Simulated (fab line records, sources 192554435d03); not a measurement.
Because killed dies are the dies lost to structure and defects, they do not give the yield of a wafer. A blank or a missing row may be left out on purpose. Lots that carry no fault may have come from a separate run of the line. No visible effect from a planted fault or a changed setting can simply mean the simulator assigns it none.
8D (eight disciplines) problem report, filled in by code || flow n5Finfet || the parts of the form that need people (team, actions taken, sign-off) are left out

## 1. THE PROBLEM
Mean of killedAtFrontEnd at N5_PASSIVATION_PROBE_49: 132 across 3 wafers in 2 lots; on wafers with no fault it is 39 (standard deviation 13). That puts it +7.2 standard deviations away from the usual mean.
First seen on wafer L105.4, day 17 03:58, on prober-02. Wafers with a number at this step in the record: 27, from 9 lots. Rule for "out" (also "out of limits"): further than 4 standard deviations from the usual mean. The other wafers with a number count as sound.

## 2. WHAT IT IS AND WHAT IT IS NOT
{"question": "which readings at this step", "is": "killedAtFrontEnd, defectLimitedYield, killedDies, killedOnRim, sortNPass", "is not": "killed_at_M0_to_M3, killed_at_M4_up, killedAtOther, killedOpen, killedShort, sort_bin_8_speed"}
{"question": "which lots", "is": "L105, L106", "is not": "L100, L986, L987, L990, L992, L997, L998"}
{"question": "which wafers of those lots", "is": "L105.4, L105.5, L106.6", "is not": "L105.1, L106.4, L106.5"}
{"question": "read on which tools", "is": "prober-02", "is not": "prober-01"}
{"question": "when", "is": "from day 17 03:58", "is not": "up to then (22 sound wafers); but 2 sound wafers of L106 came after"}

## 3. SUSPECTS, AND WHAT RULES EACH OUT
Counting: any tool at a process step up to the reading remains a suspect provided it ran every lot that is out. Sound lots after the first of them don't rule it out here, since some wafers of a struck lot are sound.
- rieMetal-01 at N5_GATE_CUT_VAPOR_ETCH_49 (etches TiAlC in BCl3/Cl2): kept. It processed each lot that is out (first: L105, day 9 05:57); up to then, its last sound lot is L100 (day 8 01:43).
- prober-02 at N5_PASSIVATION_PROBE_49: kept. It processed each lot that is out (first: L105, day 17 03:49); up to then, its last sound lot is L100 (day 15 12:02). On those wafers its own readings are out: defectLimitedYield, killedAtFrontEnd, killedDies, killedOnRim, sortNPass.
- Within rieMetal-01 at N5_GATE_CUT_VAPOR_ETCH_49, the wafers that are out were processed in chamber 1 and their sound lot-mates in chamber 0.
After counting, rieMetal-01 at N5_GATE_CUT_VAPOR_ETCH_49 and prober-02 at N5_PASSIVATION_PROBE_49 remain.

## 4. THE CAUSE (what the simulator had put in)
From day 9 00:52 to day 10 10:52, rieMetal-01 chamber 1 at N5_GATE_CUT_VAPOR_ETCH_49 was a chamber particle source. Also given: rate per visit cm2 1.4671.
After counting, 2 suspects remain, this tool included.

## 5. THE CHAIN OF EFFECTS, in route order
Each row: a reading where the mean over the struck wafers with a number is more than 3 standard deviations away from the usual. Scope: only readings with a usual standard deviation given in the record; hours: median across lots of the time from each lot's start at the first step in this table that gives one to its start at this step; sigmas: change in usual standard deviations.
{"hours": 0, "step": "N5_PASSIVATION_PROBE_49", "reading": "defectLimitedYield", "usual": "91.4 %", "on struck wafers": 83.0, "change": -8.4, "sigmas": -5.2}
{"hours": 0, "step": "N5_PASSIVATION_PROBE_49", "reading": "killedAtFrontEnd", "usual": 39, "on struck wafers": 132, "change": "+93", "sigmas": "+7.2"}
{"hours": 0, "step": "N5_PASSIVATION_PROBE_49", "reading": "killedDies", "usual": 101, "on struck wafers": 200, "change": "+99", "sigmas": "+5.2"}
{"hours": 0, "step": "N5_PASSIVATION_PROBE_49", "reading": "killedOnRim", "usual": 13, "on struck wafers": 36, "change": "+23", "sigmas": "+5.5"}
{"hours": 0, "step": "N5_PASSIVATION_PROBE_49", "reading": "sort_bin_5_function", "usual": "5.0 %", "on struck wafers": 9.3, "change": "+4.3", "sigmas": "+4.3"}
{"hours": 0, "step": "N5_PASSIVATION_PROBE_49", "reading": "sortNPass", "usual": 1079, "on struck wafers": 980, "change": -99, "sigmas": -5.2}
It contains these process steps:
- N5_PASSIVATION_PROBE_49

## 6. HOW IT WOULD HAVE BEEN CAUGHT EARLIER
First out-of-limits reading in this record: day 17 03:58, which is 195 hours after fault onset at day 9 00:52.
No tool reading at N5_GATE_CUT_VAPOR_ETCH_49 that has a usual standard deviation in the record was out on any struck wafer, so an alarm limit of 4 standard deviations on those readings would not have fired.
Lots out: 2; all had begun N5_GATE_CUT_VAPOR_ETCH_49 on rieMetal-01 by day 17 03:58. Tool hold at that time: it would have spared none of them.
